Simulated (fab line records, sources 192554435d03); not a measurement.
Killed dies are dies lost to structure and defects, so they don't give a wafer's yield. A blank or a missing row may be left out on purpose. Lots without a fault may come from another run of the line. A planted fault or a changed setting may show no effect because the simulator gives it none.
Split-lot experiment | flow n5_finfet | 7 lots, 21 wafers read, on a route of 1938 steps

THE SPLIT
At N5_BEOL_M9_COAT_60 (time 60 s, resist thk 30 nm), the setting spin_rpm was moved away from the recipe's 1500 rpm on 10 of the 21 wafers read, by -7.7% to +8.7%. The other wafers ran this setting at the recipe's value.

FROM THE SPLIT TO THE READING: what the file shows between them, 3 steps
- N5_BEOL_M9_COAT_05: resist thk 90 nm
- N5_BEOL_M9_EBR_07
- N5_BEOL_M9_DESCUM_16: chemistry O2, time 7.9 s

THE READING
CAR-ArF_of_BEOL_M9_COAT_05.thk_nm (the simulator's own value, which no gauge read), in nm, at N5_BEOL_M9_ETCH_61 (etches SiARC in CF4, target depth 39 nm, time 65 s). The file gives no usual value for it. The 11 wafers here that ran the recipe average 55.7 nm, standard deviation 0.17 nm.

wafer  | tool, chamber at the split | spin_rpm as run, rpm | against the recipe | CAR-ArF_of_BEOL_M9_COAT_05.thk_nm, nm | against lot-mates on the recipe
L075.1 | litho_track-05, 0          | 1500                 | recipe             | 55.4                                  | -
L075.4 | litho_track-05, 0          | 1500                 | recipe             | 55.4                                  | -
L075.6 | litho_track-05, 0          | 1500                 | recipe             | 55.6                                  | -
L077.1 | litho_track-03, 0          | 1500                 | recipe             | 56                                    | -
L077.4 | litho_track-03, 0          | 1630                 | +8.7%              | 57.4                                  | +1.4
L077.5 | litho_track-03, 0          | 1630                 | +8.7%              | 57                                    | +1.0
L084.2 | litho_track-05, 0          | 1393                 | -7.1%              | 54.8                                  | -1.0
L084.4 | litho_track-05, 0          | 1393                 | -7.1%              | 54.8                                  | -1.0
L084.6 | litho_track-05, 0          | 1500                 | recipe             | 55.8                                  | -
L090.1 | litho_track-04, 0          | 1500                 | recipe             | 55.6                                  | -
L090.4 | litho_track-04, 0          | 1500                 | recipe             | 55.8                                  | -
L090.5 | litho_track-04, 0          | 1500                 | recipe             | 55.6                                  | -
L092.2 | litho_track-04, 0          | 1404                 | -6.4%              | 55                                    | -0.7
L092.3 | litho_track-04, 0          | 1500                 | recipe             | 55.8                                  | -
L092.5 | litho_track-04, 0          | 1500                 | recipe             | 55.6                                  | -
L097.3 | litho_track-03, 0          | 1384                 | -7.7%              | 54.6                                  | no lot-mate on the recipe
L097.4 | litho_track-03, 0          | 1384                 | -7.7%              | 54.6                                  | no lot-mate on the recipe
L097.6 | litho_track-03, 0          | 1384                 | -7.7%              | 54                                    | no lot-mate on the recipe
L095.2 | litho_track-03, 0          | 1584                 | +5.6%              | 56.6                                  | +1.0
L095.3 | litho_track-03, 0          | 1500                 | recipe             | 55.6                                  | -
L095.6 | litho_track-03, 0          | 1584                 | +5.6%              | 56.4                                  | +0.8

THE FIT
A straight line over all 21 wafers: CAR-ArF_of_BEOL_M9_COAT_05.thk_nm changes by +0.154 nm for each +1% of spin_rpm; r = +0.96; the points scatter about the line by 0.22 nm.
The same after taking each lot's own level away (the mean of its wafers on the recipe; 18 wafers): +0.139 nm for each +1%; r = +0.98; scatter 0.12 nm.
On that fit, the largest move of spin_rpm shifts the reading by 1.2 nm.
The lots' own levels span 55.47 to 56.00 nm, that is 3.1 times the standard deviation above.
So the lot-to-lot level changes the slope: the two fits differ.
Check: with one of the wafers moved furthest among these (+8.7%) left out of the fit, the line predicts +1.17 nm for it against its lot-mates. It came out at +1.4 nm against them.

OTHER SPLITS ON THESE WAFERS
These wafers also went through other splits before the reading. Each is held against what the fit with the lots' levels taken away leaves over:
other split on the same wafers   | wafers away from the commonest value | r with CAR-ArF_of_BEOL_M9_COAT_05.thk_nm (lot level and that fit taken away)
N5_BEOL_M4_TRENCH_ETCH_37 time_s | 11                                   | -0.27
N5_BEOL_M5_PECVD_70 time_s       | 7                                    | +0.25
N5_BEOL_M5_COAT_60 spin_rpm      | 9                                    | +0.15
N5_BEOL_M7_ETCH_61 source_w      | 6                                    | +0.01
N5_BEOL_M8_COAT_22 spin_rpm      | 6                                    | +0.33
N5_BEOL_M9_ILD_DEP_00 time_s     | 4                                    | -0.12

THE WHOLE CHAIN: every reading that the file lists as answering this split, in the file's order
step               | what it does                                       | reading                                                                            | change (the file's fit)               | r (the file's)
N5_BEOL_M9_COAT_60 | time 60 s, resist thk 30 nm                        | SiARC_of_BEOL_M9_COAT_60.thk_nm (the simulator's own value, which no gauge read)   | -0.159 nm for each +1% of the setting | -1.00
N5_BEOL_M9_ETCH_61 | etches SiARC in CF4, target depth 39 nm, time 65 s | etch.depth_nm (the simulator's own value, which no gauge read)                     | -0.158 nm for each +1% of the setting | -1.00
N5_BEOL_M9_ETCH_61 | etches SiARC in CF4, target depth 39 nm, time 65 s | CAR-ArF_of_BEOL_M9_COAT_05.thk_nm (the simulator's own value, which no gauge read) | +0.136 nm for each +1% of the setting | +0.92

THE FILE'S OWN FIT
CAR-ArF_of_BEOL_M9_COAT_05.thk_nm changes by +0.136 nm for each +1% of spin_rpm, r = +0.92.
